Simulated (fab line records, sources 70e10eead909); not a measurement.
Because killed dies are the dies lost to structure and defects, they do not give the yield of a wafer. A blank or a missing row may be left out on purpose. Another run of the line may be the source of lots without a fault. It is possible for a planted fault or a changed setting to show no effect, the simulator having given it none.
Shared-tool check    flow nand-harc    Sample size 3 lots and 4 wafers

REASON FOR OPENING
At NHARC_END_SORT_01 the reading killed-at-array is flagged on 3 of 3 lots. No-fault wafers: 24, standard deviation 8.4.
Rule: flag the lot when none of its wafers has a number, or when each of its wafers that has one lies beyond 4 standard deviations from that mean. The other lots count as sound.

lot   measured      on         killed-at-array, wafer by wafer  flag
L484  day 21 22:02  prober-02  147                              FLAGGED
L488  day 22 18:35  prober-02  117 117                          FLAGGED
L489  day 24 01:54  prober-01  117                              FLAGGED
Average over the flagged lots: 124; offset from the usual +100, equal to +12 standard deviations.

WHICH TOOL RAN EACH LOT
Before the reading, the record contains 5 process steps out of a 1159-step route. Every cell lists first the tool, next ch and the chambers used by the sampled wafers, and last the start.
lot   flag     NHARC_A_CONTACT_ETCH_114            NHARC_A_CONTACT_DESCUM_74       NHARC_A_CONTACT_ETCH_75           NHARC_A_CONTACT_ETCH_126            NHARC_A_CONTACT_ETCH_127
L484  FLAGGED  har-cap-etch-03 ch 0, day 18 04:21  rie-diel-11 ch 0, day 18 15:08  rie-diel-11 ch 2, day 18 15:13    har-cap-etch-03 ch 1, day 18 17:37  har-cap-etch-03 ch 1, day 18 17:49
L488  FLAGGED  har-cap-etch-03 ch 0, day 19 04:48  rie-diel-05 ch 1, day 19 15:08  rie-diel-05 ch 2,3, day 19 15:19  har-cap-etch-02 ch 1, day 19 16:47  har-cap-etch-02 ch 1, day 19 16:56
L489  FLAGGED  har-cap-etch-03 ch 0, day 19 15:49  rie-diel-05 ch 3, day 20 03:41  rie-diel-05 ch 0, day 20 03:46    har-cap-etch-01 ch 0, day 20 05:20  har-cap-etch-01 ch 0, day 20 05:29
What is done by these steps:
- NHARC_A_CONTACT_ETCH_114: etches the open film in C4F8/O2/Ar, time 94 s, target depth 922 nm.
- NHARC_A_CONTACT_DESCUM_74: chemistry O2, time 3 s.
- NHARC_A_CONTACT_ETCH_75: etches the open film in CF4, target depth 39 nm, time 65 s.
- NHARC_A_CONTACT_ETCH_126: etches the open film in C4F8/O2/Ar, time 155 s, target depth 956 nm.
- NHARC_A_CONTACT_ETCH_127: etches the open film in C4F8/O2/Ar, time 155 s, target depth 956 nm.
- NHARC_END_SORT_01

FLAGGED AGAINST TOTAL, ONE TOOL AT A TIME (gauges that did the reading follow at the end)
step                       tool             lots run  flagged  share of the flagged lots  sound lots run after its first flagged lot
NHARC_A_CONTACT_ETCH_114   har-cap-etch-03  3         3        all                        0
NHARC_A_CONTACT_DESCUM_74  rie-diel-05      2         2        some                       0
NHARC_A_CONTACT_DESCUM_74  rie-diel-11      1         1        some                       0
NHARC_A_CONTACT_ETCH_75    rie-diel-05      2         2        some                       0
NHARC_A_CONTACT_ETCH_75    rie-diel-11      1         1        some                       0
NHARC_A_CONTACT_ETCH_126   har-cap-etch-01  1         1        some                       0
NHARC_A_CONTACT_ETCH_126   har-cap-etch-02  1         1        some                       0
NHARC_A_CONTACT_ETCH_126   har-cap-etch-03  1         1        some                       0
NHARC_A_CONTACT_ETCH_127   har-cap-etch-01  1         1        some                       0
NHARC_A_CONTACT_ETCH_127   har-cap-etch-02  1         1        some                       0
NHARC_A_CONTACT_ETCH_127   har-cap-etch-03  1         1        some                       0
NHARC_END_SORT_01          prober-01        1         1        some                       0
NHARC_END_SORT_01          prober-02        2         2        some                       0

WHAT THE TABLE PERMITS
All flagged lots share 1 row of the table, namely har-cap-etch-03 at NHARC_A_CONTACT_ETCH_114.
- har-cap-etch-03 at NHARC_A_CONTACT_ETCH_114 ran 3 lots, 3 of them flagged. The start can't be narrowed down: in this sample, it ran no sound lot prior to its first flagged lot.
One tool is left: har-cap-etch-03 at NHARC_A_CONTACT_ETCH_114.

WHAT THE SIMULATOR PUT IN
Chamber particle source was har-cap-etch-03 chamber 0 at NHARC_A_CONTACT_ETCH_114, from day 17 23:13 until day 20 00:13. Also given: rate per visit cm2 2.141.
Shown lots that were struck: L484, L488, L489. The rule above reached the same finding.
